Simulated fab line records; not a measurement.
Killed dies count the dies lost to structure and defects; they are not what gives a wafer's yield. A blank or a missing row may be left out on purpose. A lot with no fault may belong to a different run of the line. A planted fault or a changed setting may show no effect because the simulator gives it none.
fab line records + flow n5_finfet + part 2 of 2: steps 21 to 33 of 33
record:
- lots: 5
- wafers: 15
- last_day: 17
route steps=1938 shown PMOS_HMC_CHANNEL_EPI@60 FIN_SAQP@90
lots that met no fault: from a run of the same line without faults
start_h: hours from the record's opening day to when the first of the lot's shown wafers began + wait_h: hours since the lot's step before + " identical to the entry in the row above + L1.1+2: a row that stands for several wafers + - value missing, or start not given + * or withheld: withheld + < > ~ a bound
route shown NAME@n: a module of which the file shows steps, and the number in the route of the first + usual: the fault-free wafers' mean and standard deviation + same: alike in all rows + chamber/n: place in a boat + sites: readings site by site + _std_site: the values' standard deviation + _edge_site: inner sites' mean taken away from outer sites' mean + radius_mm: how far each site lies from the wafer's centre + mask NAME#n: copy n + behind: the last tool/chamber to shape the wafer + hold: what put the lot on hold/how long, in hours/how the hold closed + device: the n, p or np transistor that did not switch + end of line: the same wafers' tests at the end of the route + a step given without rows: its recipe and nothing more + killed: at the first sort, the dies lost to defects and structure; wafer yield is something else + map: a wafer's dies, x killed, . not, _ none there
set.NAME: setting as actually run; set.NAME@STEP: the setting as run at that earlier step + model.NAME: the simulator's own value behind a step, which no gauge read
lots at selected steps of the route; one table per step, one row per wafer
services: a tool's chamber out of use, with start hour (start_h, from the record's first day; less than 0 if before it), hours out, and reason
== steps ==
step: N5_PMOS_HMC_CHANNEL_EPI_SRD_39
recipe:
- dry: ipa_marangoni
- time_s: 30
- temp_c: 23
- rinse_liquid: diw
| lot.wafer  | tool         | chamber | start_h | wait_h |
|------------|--------------|---------|---------|--------|
| L074.1+4+5 | wet_bench-02 | 7,6,2   | 19.39   | 0.0    |
| L077.1+2+4 | wet_bench-05 | 5,4,2   | 37.69   | 0.0    |
| L081.2+4+5 | wet_bench-05 | 0,4,1   | 61.88   | 0.0    |
| L089.4+5+6 | wet_bench-03 | 4,0,7   | 109.80  | 0.0    |
| L096.2+5+6 | wet_bench-03 | 2,1,3   | 151.84  | 0.0    |
step: N5_PMOS_HMC_CHANNEL_EPI_CMP_21
recipe:
- material: SiGe30
- post_cmp_clean: alkaline_brush
- target_thk_nm: 54
usual:
- motor_current_A: 12.1/1.3
- slurry_filter_dp_kPa: 13.52/0.15
- slurry_flow_ml_min: 150.0/0.47
| lot.wafer | tool   | chamber | start_h | wait_h | motor_current_A | slurry_filter_dp_kPa | slurry_flow_ml_min |
|-----------|--------|---------|---------|--------|-----------------|----------------------|--------------------|
| L074.4    | cmp-01 | 1       | 19.43   | 0.0    | 12.5            | 13.49                | 149.8              |
| L074.1    | "      | 2       | "       | "      | 13.3            | 13.26                | 150.5              |
| L074.5    | "      | 1       | "       | "      | 11.9            | 13.49                | 149.9              |
| L077.1    | cmp-01 | 3       | 37.73   | 0.0    | 11.1            | 13.50                | 149.7              |
| L077.2    | "      | 1       | "       | "      | 11.6            | 13.34                | 149.9              |
| L077.4    | "      | 2       | "       | "      | 12.0            | 13.34                | 149.8              |
| L081.2    | cmp-03 | 3       | 61.96   | 0.1    | 11.2            | 13.35                | 150.5              |
| L081.4    | "      | 1       | "       | "      | 10.8            | 13.70                | 150.0              |
| L081.5    | "      | 3       | "       | "      | 11.4            | 13.42                | 149.9              |
| L089.4    | cmp-01 | 2       | 109.96  | 0.1    | 12.8            | 13.39                | 150.8              |
| L089.6    | "      | 3       | "       | "      | 10.7            | 13.42                | 150.4              |
| L089.5    | "      | 0       | "       | "      | 13.9            | 13.27                | 150.1              |
| L096.2    | cmp-03 | 3       | 152.19  | 0.3    | 11.1            | 13.75                | 149.7              |
| L096.6    | "      | 1       | "       | "      | 10.9            | 13.60                | 150.1              |
| L096.5    | "      | 2       | "       | "      | 11.1            | 13.24                | 149.2              |
step: N5_PMOS_HMC_CHANNEL_EPI_THK_MEAS_22
recipe:
- reads: SiGe30_of_PMOS_HMC_CHANNEL_EPI_EPI_20
usual:
- HMC_CMP_THK: 54.0/0.9
| lot.wafer | tool          | chamber | start_h | wait_h | HMC_CMP_THK[nm] |
|-----------|---------------|---------|---------|--------|-----------------|
| L074.1    | film_metro-01 | -       | 19.73   | -      | 53.1            |
| L074.4    | "             | -       | "       | "      | 52.9            |
| L074.5    | "             | -       | "       | "      | 52.9            |
| L077.1    | film_metro-01 | -       | 38.03   | -      | 53.8            |
| L077.2    | "             | -       | "       | "      | 52.6            |
| L077.4    | "             | -       | "       | "      | 53.0            |
| L081.2    | film_metro-02 | -       | 62.22   | -      | 54.4            |
| L081.4    | "             | -       | "       | "      | 53.5            |
| L081.5    | "             | -       | "       | "      | 53.9            |
| L089.4    | film_metro-01 | -       | 110.14  | -      | 53.6            |
| L089.5    | "             | -       | "       | "      | 54.0            |
| L089.6    | "             | -       | "       | "      | 53.8            |
| L096.2    | film_metro-01 | -       | 152.40  | -      | 55.2            |
| L096.5    | "             | -       | "       | "      | 54.2            |
| L096.6    | "             | -       | "       | "      | 54.2            |
step: N5_PMOS_HMC_CHANNEL_EPI_PRECLEAN_40
recipe:
- chemistry: DHF
- time_s: 30
- temp_c: 25
- dilution: withheld
| lot.wafer  | tool         | chamber | start_h | wait_h |
|------------|--------------|---------|---------|--------|
| L074.1+4+5 | wet_bench-03 | 2,7,0   | 19.76   | 0.0    |
| L077.1+2+4 | wet_bench-02 | 4,2,3   | 38.05   | 0.0    |
| L081.2+4+5 | wet_bench-03 | 3,2,7   | 62.24   | 0.0    |
| L089.4+5+6 | wet_bench-02 | 5,4,6   | 110.17  | 0.0    |
| L096.2+5+6 | wet_bench-02 | 7,0,6   | 152.43  | 0.0    |
step: N5_PMOS_HMC_CHANNEL_EPI_PRECLEAN_37
recipe:
- chemistry: O3/DIW
- time_s: 45
- temp_c: 22
- o3_ppm: 10
| lot.wafer  | tool         | chamber | start_h | wait_h |
|------------|--------------|---------|---------|--------|
| L074.1+4+5 | wet_bench-03 | 2,7,0   | 19.77   | 0.0    |
| L077.1+2+4 | wet_bench-02 | 4,2,3   | 38.06   | 0.0    |
| L081.2+4+5 | wet_bench-03 | 3,2,7   | 62.25   | 0.0    |
| L089.4+5+6 | wet_bench-02 | 5,4,6   | 110.18  | 0.0    |
| L096.2+5+6 | wet_bench-02 | 7,0,6   | 152.44  | 0.0    |
step: N5_PMOS_HMC_CHANNEL_EPI_PRECLEAN_24
recipe:
- chemistry: DHF
- time_s: 30
- temp_c: 25
- dilution: withheld
| lot.wafer  | tool         | chamber | start_h | wait_h |
|------------|--------------|---------|---------|--------|
| L074.1+4+5 | wet_bench-03 | 2,7,0   | 19.78   | 0.0    |
| L077.1+2+4 | wet_bench-02 | 4,2,3   | 38.08   | 0.0    |
| L081.2+4+5 | wet_bench-03 | 3,2,7   | 62.27   | 0.0    |
| L089.4+5+6 | wet_bench-02 | 5,4,6   | 110.19  | 0.0    |
| L096.2+5+6 | wet_bench-02 | 7,0,6   | 152.46  | 0.0    |
step: N5_PMOS_HMC_CHANNEL_EPI_SRD_25
recipe:
- dry: ipa_marangoni
- do_ppb: 5
- time_s: 30
- temp_c: 23
- rinse_liquid: diw
usual:
- do_ppb: 5.00/0.049
| lot.wafer | tool         | chamber | start_h | wait_h | do_ppb |
|-----------|--------------|---------|---------|--------|--------|
| L074.1    | wet_bench-03 | 2       | 19.79   | 0.0    | 4.96   |
| L074.4    | "            | 7       | "       | "      | 5.02   |
| L074.5    | "            | 0       | "       | "      | 4.90   |
| L077.1    | wet_bench-02 | 4       | 38.08   | 0.0    | 5.08   |
| L077.2    | "            | 2       | "       | "      | 4.91   |
| L077.4    | "            | 3       | "       | "      | 5.03   |
| L081.2    | wet_bench-03 | 3       | 62.27   | 0.0    | 4.97   |
| L081.4    | "            | 2       | "       | "      | 4.99   |
| L081.5    | "            | 7       | "       | "      | 5.08   |
| L089.4    | wet_bench-02 | 5       | 110.20  | 0.0    | 5.03   |
| L089.5    | "            | 4       | "       | "      | 5.09   |
| L089.6    | "            | 6       | "       | "      | 4.93   |
| L096.2    | wet_bench-02 | 7       | 152.46  | 0.0    | 5.02   |
| L096.5    | "            | 0       | "       | "      | 4.90   |
| L096.6    | "            | 6       | "       | "      | 5.02   |
step: N5_PMOS_HMC_CHANNEL_EPI_EPI_26
recipe:
- material: Si
- target_thk_a: 38
- temp_c: 650
- precursor: SiH4/H2
- pressure_torr: 20
- time_s: 22.7
usual:
- susceptor_temp_C: 650.1/0.31
- throttle_valve_pct: 11.61/0.15
| lot.wafer | tool         | chamber | start_h | wait_h | susceptor_temp_C | throttle_valve_pct |
|-----------|--------------|---------|---------|--------|------------------|--------------------|
| L074.1    | epi_rpcvd-01 | 0       | 19.84   | 0.0    | 650.2            | 11.64              |
| L074.4    | "            | 0       | "       | "      | 649.8            | 11.62              |
| L074.5    | "            | 0       | "       | "      | 650.0            | 11.79              |
| L077.1    | epi_rpcvd-04 | 0       | 38.13   | 0.0    | 650.1            | 12.00              |
| L077.2    | "            | 0       | "       | "      | 650.2            | 11.70              |
| L077.4    | "            | 0       | "       | "      | 649.9            | 11.74              |
| L081.2    | epi_rpcvd-04 | 0       | 62.39   | 0.1    | 650.2            | 11.79              |
| L081.4    | "            | 0       | "       | "      | 650.3            | 11.65              |
| L081.5    | "            | 0       | "       | "      | 649.8            | 11.73              |
| L089.4    | epi_rpcvd-04 | 0       | 110.45  | 0.2    | 650.7            | 11.52              |
| L089.5    | "            | 0       | "       | "      | 650.3            | 11.68              |
| L089.6    | "            | 0       | "       | "      | 650.7            | 11.58              |
| L096.2    | epi_rpcvd-04 | 0       | 152.56  | 0.1    | 649.9            | 11.51              |
| L096.5    | "            | 0       | "       | "      | 649.8            | 11.57              |
| L096.6    | "            | 0       | "       | "      | 650.8            | 11.42              |
step: N5_PMOS_HMC_CHANNEL_EPI_INSPECT_30
recipe:
- inspect_instrument: darkfield
- mode: post_epi
usual:
- raw_defect_count: 19/6.5
| lot.wafer | tool              | chamber | start_h | wait_h | raw_defect_count |
|-----------|-------------------|---------|---------|--------|------------------|
| L074.1    | defect_inspect-02 | -       | 20.21   | 0.0    | 14               |
| L074.4    | "                 | -       | "       | "      | 14               |
| L074.5    | "                 | -       | "       | "      | 16               |
| L077.1    | defect_inspect-01 | -       | 38.50   | 0.0    | 19               |
| L077.2    | "                 | -       | "       | "      | 15               |
| L077.4    | "                 | -       | "       | "      | 20               |
| L081.2    | defect_inspect-01 | -       | 62.79   | 0.0    | 15               |
| L081.4    | "                 | -       | "       | "      | 8                |
| L081.5    | "                 | -       | "       | "      | 11               |
| L089.4    | defect_inspect-02 | -       | 110.74  | 0.0    | 19               |
| L089.5    | "                 | -       | "       | "      | 23               |
| L089.6    | "                 | -       | "       | "      | 19               |
| L096.2    | defect_inspect-02 | -       | 152.88  | 0.0    | 11               |
| L096.5    | "                 | -       | "       | "      | 32               |
| L096.6    | "                 | -       | "       | "      | 23               |
step: N5_FIN_SAQP_PRECLEAN_42
recipe:
- chemistry: O3/DIW
- time_s: 60
- temp_c: 22
- o3_ppm: 10
| lot.wafer  | tool         | chamber | start_h | wait_h |
|------------|--------------|---------|---------|--------|
| L074.1+4+5 | wet_bench-01 | 7,1,5   | 20.24   | 0.0    |
| L077.1+2+4 | wet_bench-04 | 6,7,3   | 38.53   | 0.0    |
| L081.2+4+5 | wet_bench-06 | 3,4,1   | 62.90   | 0.1    |
| L089.4+5+6 | wet_bench-04 | 2,5,6   | 110.77  | 0.0    |
| L096.2+5+6 | wet_bench-01 | 1,3,6   | 152.91  | 0.0    |
step: N5_FIN_SAQP_PRECLEAN_00
recipe:
- chemistry: SC1
- time_s: 60
- temp_c: 55
- mix: 1:2:50
usual:
- bath_guard_temp_C: 55.0/0.35
| lot.wafer | tool         | chamber | start_h | wait_h | bath_guard_temp_C |
|-----------|--------------|---------|---------|--------|-------------------|
| L074.1    | wet_bench-01 | 7       | 20.25   | 0.0    | 54.9              |
| L074.4    | "            | 1       | "       | "      | 54.9              |
| L074.5    | "            | 5       | "       | "      | 54.3              |
| L077.1    | wet_bench-04 | 6       | 38.55   | 0.0    | 54.7              |
| L077.2    | "            | 7       | "       | "      | 55.2              |
| L077.4    | "            | 3       | "       | "      | 55.3              |
| L081.2    | wet_bench-06 | 3       | 62.93   | 0.0    | 55.3              |
| L081.4    | "            | 4       | "       | "      | 54.8              |
| L081.5    | "            | 1       | "       | "      | 55.6              |
| L089.4    | wet_bench-04 | 2       | 110.78  | 0.0    | 55.6              |
| L089.5    | "            | 5       | "       | "      | 54.6              |
| L089.6    | "            | 6       | "       | "      | 54.7              |
| L096.2    | wet_bench-01 | 1       | 152.93  | 0.0    | 55.1              |
| L096.5    | "            | 3       | "       | "      | 55.4              |
| L096.6    | "            | 6       | "       | "      | 54.9              |
step: N5_FIN_SAQP_PRECLEAN_44
recipe:
- chemistry: SC2
- time_s: 45
- temp_c: 35
- mix: 1:1:50
usual:
- bath_guard_temp_C: 35.0/0.33
| lot.wafer | tool         | chamber | start_h | wait_h | bath_guard_temp_C |
|-----------|--------------|---------|---------|--------|-------------------|
| L074.1    | wet_bench-01 | 7       | 20.27   | 0.0    | 34.8              |
| L074.4    | "            | 1       | "       | "      | 35.5              |
| L074.5    | "            | 5       | "       | "      | 34.7              |
| L077.1    | wet_bench-04 | 6       | 38.57   | 0.0    | 34.9              |
| L077.2    | "            | 7       | "       | "      | 34.8              |
| L077.4    | "            | 3       | "       | "      | 35.4              |
| L081.2    | wet_bench-06 | 3       | 62.94   | 0.0    | 35.5              |
| L081.4    | "            | 4       | "       | "      | 35.0              |
| L081.5    | "            | 1       | "       | "      | 35.5              |
| L089.4    | wet_bench-04 | 2       | 110.80  | 0.0    | 35.4              |
| L089.5    | "            | 5       | "       | "      | 34.7              |
| L089.6    | "            | 6       | "       | "      | 34.5              |
| L096.2    | wet_bench-01 | 1       | 152.95  | 0.0    | 35.0              |
| L096.5    | "            | 3       | "       | "      | 35.3              |
| L096.6    | "            | 6       | "       | "      | 35.1              |
step: N5_FIN_SAQP_SRD_01
recipe:
- dry: ipa_marangoni
- time_s: 30
- temp_c: 23
- rinse_liquid: diw
| lot.wafer  | tool         | chamber | start_h | wait_h |
|------------|--------------|---------|---------|--------|
| L074.1+4+5 | wet_bench-01 | 7,1,5   | 20.28   | 0.0    |
| L077.1+2+4 | wet_bench-04 | 6,7,3   | 38.58   | 0.0    |
| L081.2+4+5 | wet_bench-06 | 3,4,1   | 62.96   | 0.0    |
| L089.4+5+6 | wet_bench-04 | 2,5,6   | 110.81  | 0.0    |
| L096.2+5+6 | wet_bench-01 | 1,3,6   | 152.96  | 0.0    |
== services ==
| tool            | chamber | start_h | hours | kind   |
|-----------------|---------|---------|-------|--------|
| wet_bench-03    | -       | -3.79   | 1.9   | pm     |
| rie_diel-06     | 1       | -3.03   | 4.6   | repair |
| rie_diel-03     | -       | -2.22   | 1.7   | repair |
| arfi_scanner-02 | -       | 15.77   | 6.0   | pm     |
| rie_si-01       | 1       | 20.46   | 11.1  | repair |
| cmp-01          | -       | 28.02   | 0.2   | repair |
| rie_si-01       | 2       | 38.08   | 5.0   | repair |
| arfi_scanner-02 | -       | 40.54   | 0.5   | repair |
| cmp-01          | -       | 45.59   | 4.5   | pm     |
| arfi_scanner-02 | -       | 46.25   | 1.3   | pm     |
| arfi_scanner-02 | -       | 61.02   | 1.0   | pm     |
| arfi_scanner-02 | -       | 84.89   | 0.8   | pm     |
| rie_si-01       | -       | 85.28   | 4.1   | repair |
| rie_diel-05     | 0       | 91.43   | 9.1   | repair |
| epi_rpcvd-03    | -       | 92.98   | 1.6   | repair |
| rie_si-06       | 3       | 93.16   | 4.6   | repair |
| rie_si-06       | -       | 100.22  | 0.4   | repair |
| arfi_scanner-02 | -       | 103.91  | 0.8   | repair |
| rie_diel-06     | 2       | 118.80  | 26.8  | repair |
| wet_bench-05    | -       | 123.78  | 0.8   | repair |
| rie_si-06       | 2       | 123.88  | 7.5   | repair |
| rie_si-01       | -       | 134.41  | 0.8   | repair |
| rie_si-01       | 2       | 138.88  | 3.6   | repair |
| cmp-01          | -       | 145.79  | 4.0   | pm     |
